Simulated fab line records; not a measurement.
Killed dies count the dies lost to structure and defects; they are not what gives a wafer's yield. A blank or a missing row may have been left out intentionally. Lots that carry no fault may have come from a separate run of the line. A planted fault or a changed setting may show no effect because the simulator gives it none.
Lot-split experiment ; flow n5-finfet ; 21 wafers read across 7 lots, on a route 1938 steps long

== SPLIT DETAILS ==
At N5_PASSIVATION_PECVD_53 (deposits SiO2 from TEOS/O2, target thk 800 nm, time 169.4 s), the setting time-s was moved away from the recipe's 169.4 s on 7 of the 21 wafers read, by -4.0% to +13.0%. All remaining wafers had this setting at the recipe value.

Reading taken at the split's own step.

== THE READING ==
SiO2_of_PASSIVATION_PECVD_53.thk-nm (the simulator's own value, which no gauge read), in nm, at N5_PASSIVATION_PECVD_53 (deposits SiO2 from TEOS/O2, target thk 800 nm, time 169.4 s). There is no usual value for it anywhere in the file. Across the 14 wafers here that went through the recipe, the average is 805.2 nm and the standard deviation 13 nm.

wafer;tool, chamber at the split;time-s as run, s;against the recipe;SiO2_of_PASSIVATION_PECVD_53.thk-nm, nm;against lot-mates on the recipe
L074.2;pecvd-01, 2;186.5;+10.1%;888;+96.2
L074.3;pecvd-01, 1;186.5;+10.1%;858.2;+66.4
L074.6;pecvd-01, 1;169.4;recipe;791.8;-
L076.1;pecvd-03, 0;185;+9.2%;859.4;+46.1
L076.4;pecvd-03, 2;169.4;recipe;814.4;-
L076.5;pecvd-03, 2;169.4;recipe;812.2;-
L079.3;pecvd-04, 0;191.4;+13.0%;893.2;+92.5
L079.4;pecvd-04, 2;169.4;recipe;799.6;-
L079.5;pecvd-04, 1;169.4;recipe;801.8;-
L087.3;pecvd-01, 1;162.6;-4.0%;769.8;-65.4
L087.4;pecvd-01, 0;162.6;-4.0%;772.2;-63.0
L087.6;pecvd-01, 2;169.4;recipe;835.2;-
L094.4;pecvd-01, 2;169.4;recipe;802.4;-
L094.5;pecvd-01, 0;169.4;recipe;792;-
L094.6;pecvd-01, 2;169.4;recipe;803.8;-
L092.4;pecvd-04, 2;169.4;recipe;804;-
L092.5;pecvd-04, 0;169.4;recipe;814.8;-
L092.6;pecvd-04, 1;169.4;recipe;820.2;-
L097.3;pecvd-04, 1;181.7;+7.3%;851.6;+61.0
L097.5;pecvd-04, 0;169.4;recipe;792.6;-
L097.6;pecvd-04, 1;169.4;recipe;788.6;-

THE FIT
A straight line over all 21 wafers: SiO2_of_PASSIVATION_PECVD_53.thk-nm changes by +6.78 nm for each +1% of time-s; r = +0.94; the points scatter about the line by 12 nm.
The same after taking each lot's own level away (the mean of its wafers on the recipe; 21 wafers): +8.18 nm for each +1%; r = +0.95; scatter 13 nm.
On that fit, the largest move of time-s shifts the reading by 1.1e+02 nm.
From 790.60 to 835.20 nm: that is the span of the lots' own levels, equal to 3.6 times the standard deviation above.
So the slope is not independent of the lot-to-lot level: the two fits are not the same.
Check: for one of the wafers moved furthest among these (+13.0%), held out of the fit, the line's prediction against its lot-mates is +105 nm. It came out at +92.5 nm against them.

== THE OTHER SPLITS THESE WAFERS WENT THROUGH ==
Other splits were also applied to these wafers ahead of the reading. Each is held against what the fit with the lots' levels taken away leaves over:
other split on the same wafers;wafers away from the commonest value;r with SiO2_of_PASSIVATION_PECVD_53.thk-nm (lot level and that fit taken away)
N5_BEOL_M13_ILD_DEP_00 time-s;6;-0.03
N5_BEOL_M13_DEP_53 time-s;5;+0.17
N5_BEOL_M14_EXPOSE_07 dose-mj;8;+0.14
N5_BEOL_M15_CMP_49 down-force-psi;6;+0.04

== THE FILE'S OWN FIT ==
SiO2_of_PASSIVATION_PECVD_53.thk-nm changes by +7.42 nm for each +1% of time-s, r = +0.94.
